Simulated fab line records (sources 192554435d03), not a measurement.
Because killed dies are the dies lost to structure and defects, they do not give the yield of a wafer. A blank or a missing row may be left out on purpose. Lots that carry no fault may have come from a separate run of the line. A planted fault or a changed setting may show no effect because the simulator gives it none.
Code-filled problem report in 8D (eight disciplines) form | flow n5_finfet | the parts of the form that need people (team, actions taken, sign-off) are left out

1. WHAT WENT WRONG
On 2 wafers of 1 lot, cathode_dc_power_W at N5_BEOL_M12_SPUTTER_44 has a mean of 18013 W; fault-free wafers read 15000 W, standard deviation 3. So: +99 or more standard deviations from the usual mean.
The step: material Ta, target thk 10 nm, time 16.13 s.
The first sign was on wafer L504.2 at day 13 11:50, on pvd_sputter-03. At this step, 15 wafers from 5 lots have a number in the record. Rule for "out" (also "out of limits"): further than 4 standard deviations from the usual mean. All remaining wafers that have a number are taken as sound.

2. WHAT IT IS, WHAT IT ISN'T
question                    | is                 | is not
which readings at this step | cathode_dc_power_W | chamber_pressure_pa, throttle_valve_pct
which lots                  | L504               | L493, L498, L512, L516
which wafers of those lots  | L504.2, L504.6     | L504.3
read on which tools         | pvd_sputter-03     | pvd_sputter-01
when                        | from day 13 11:50  | up to then (7 sound wafers); but 6 sound wafers of L512, L516 came after

3. WHAT RULES OUT EACH SUSPECT
Counting: any tool at a process step up to the reading remains a suspect provided it ran every lot that is out. Sound lots after the first of them don't rule it out here, since some wafers of a struck lot are sound.
- rie_diel-06 at N5_BEOL_M12_TRENCH_ETCH_34 (etches SiOC in C4F8/O2/Ar, target depth 318.95 nm, time 125.5 s): kept. It ran the lot that is out, L504 (day 13 05:57); its last sound lot up to then is L493 (day 10 04:48).
- plasma_asher-01 at N5_BEOL_M12_STRIP_37 (strips in N2/H2): kept. It ran the lot that is out, L504 (day 13 06:08).
- rie_diel-06 at N5_BEOL_M12_ETCH_38 (etches SiCN in CF4/N2, target depth 68.7 nm, time 73.4 s): kept. It ran the lot that is out, L504 (day 13 11:29); its last sound lot up to then is L498 (day 11 06:41).
- pvd_sputter-03 at N5_BEOL_M12_SPUTTER_43 (material TaN, target thk 15 nm, time 24.19 s): kept. It ran the lot that is out, L504 (day 13 11:46); its last sound lot up to then is L493 (day 10 07:32).
- pvd_sputter-03 at N5_BEOL_M12_SPUTTER_44 (material Ta, target thk 10 nm, time 16.13 s): kept. It ran the lot that is out, L504 (day 13 11:50); its last sound lot up to then is L493 (day 10 07:37). On those wafers its own readings are out: cathode_dc_power_W.
- The sound lot-mates ran in chamber 0 of plasma_asher-01 at N5_BEOL_M12_STRIP_37, but the wafers that are out ran in chamber 1.
- The sound lot-mates ran in chamber 2 of rie_diel-06 at N5_BEOL_M12_ETCH_38, but the wafers that are out ran in chamber 3.
Left after counting: rie_diel-06 at N5_BEOL_M12_TRENCH_ETCH_34, plasma_asher-01 at N5_BEOL_M12_STRIP_37, rie_diel-06 at N5_BEOL_M12_ETCH_38, pvd_sputter-03 at N5_BEOL_M12_SPUTTER_43, pvd_sputter-03 at N5_BEOL_M12_SPUTTER_44.

4. THE CAUSE (what the simulator had put in)
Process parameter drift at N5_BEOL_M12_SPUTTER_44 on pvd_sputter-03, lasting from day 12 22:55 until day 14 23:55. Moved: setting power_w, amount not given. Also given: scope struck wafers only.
Counting left 5 suspects, and this tool is among them.

5. SEQUENCE OF EFFECTS, ordered by route
Each row: a reading whose mean over the struck wafers that have a number lies more than 3 standard deviations from the usual. Scope: only readings with a usual standard deviation given in the record; hours: median across lots of the time from each lot's start at the first step in this table that gives one to its start at this step; sigmas: change in usual standard deviations.
hours | step                   | reading            | usual   | on struck wafers | change | sigmas
0     | N5_BEOL_M12_SPUTTER_44 | cathode_dc_power_W | 15000 W | 18013            | +3013  | +99 or more
Here are the process steps it includes:
- N5_BEOL_M12_SPUTTER_44: material Ta, target thk 10 nm, time 16.13 s.

6. WHAT WOULD HAVE CAUGHT IT SOONER
In this record no reading fell out of limits until day 13 11:50, 13 hours after the fault had begun at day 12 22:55.
